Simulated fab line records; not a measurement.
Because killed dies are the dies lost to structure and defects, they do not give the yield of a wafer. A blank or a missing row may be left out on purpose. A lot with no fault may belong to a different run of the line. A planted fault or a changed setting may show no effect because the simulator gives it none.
Chamber matching -- flow n5-finfet -- N5_BEOL_M10_CMP_52 on cmp-01 has 4 sister chambers
The step polishes, stops on SiCOH lowk, t overpolish 7 s, target thk 140 nm. 18 wafers are shown with their chamber, then 9 later ones without.

== WAFERS WITH THEIR CHAMBER ==
wafer,chamber,motor-current-A (A),time-to-endpoint-s (s),barrier-field-endpoint-s (s)
L076.1,3,5.3,62.9,28.4
L076.2,1,5.1,63.5,28.0
L076.4,2,6.9,63.5,29.1
L079.1,2,7.4,64.4,28.4
L079.3,1,5.4,66.6,28.4
L079.4,3,5.5,67.0,28.7
L080.2,0,6.8,64.8,28.6
L080.5,3,5.5,65.5,29.5
L080.6,0,6.9,67.2,29.6
L081.1,0,6.8,68.5,29.2
L081.3,2,7.4,67.2,28.6
L081.4,1,5.4,64.0,28.4
L086.1,2,6.9,61.7,28.3
L086.3,3,5.7,62.6,28.5
L086.5,0,6.8,68.5,29.4
L090.2,3,5.6,65.9,28.8
L090.3,1,4.9,65.3,28.5
L090.5,1,5.3,64.5,29.5

SIGNATURES (averages over the wafers above)
reading,chamber 0,chamber 1,chamber 2,chamber 3,scatter within a chamber
motor-current-A,6.825,5.220,7.150,5.520,0.195
time-to-endpoint-s,67.250,64.780,64.200,64.780,1.81
barrier-field-endpoint-s,29.200,28.560,28.600,28.780,0.458
Rule: a wafer's distance from a chamber is the root of the sum, over the readings, of the square of ((its reading less the chamber's mean) divided by the reading's scatter). The wafer belongs to the nearest chamber; if the next one is less than 2 further off, it can't be placed. The scatter: take each reading less its chamber's mean, square it, sum over the shown wafers, divide by the number of wafers less the number of chambers, and take the root.

== WAFERS WHOSE CHAMBER IS MISSING ==
wafer,motor-current-A (A),time-to-endpoint-s (s),barrier-field-endpoint-s (s)
L094.2,7.0,64.6,28.6
L094.3,5.2,66.5,28.6
L094.5,7.7,67.7,29.6
L097.3,5.1,61.6,28.6
L097.5,5.4,61.6,28.8
L097.6,6.4,64.3,28.8
L091.3,6.8,67.9,29.9
L091.4,7.2,68.9,30.3
L091.5,7.3,66.5,29.4

== WHICH CHAMBER EACH ONE RAN IN ==
wafer,from the rows above,in truth
L094.2,can't be placed: 2 or 0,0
L094.3,can't be placed: 1 or 3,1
L094.5,can't be placed: 2 or 0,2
L097.3,can't be placed: 1 or 3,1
L097.5,can't be placed: 3 or 1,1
L097.6,can't be placed: 0 or 2 or 3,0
L091.3,0,0
L091.4,can't be placed: 0 or 2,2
L091.5,can't be placed: 2 or 0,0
Correctly placed: 1 of 9. Unplaceable from these rows: 8, with the true chamber sitting among the candidates in 8. 0 placed wrongly.
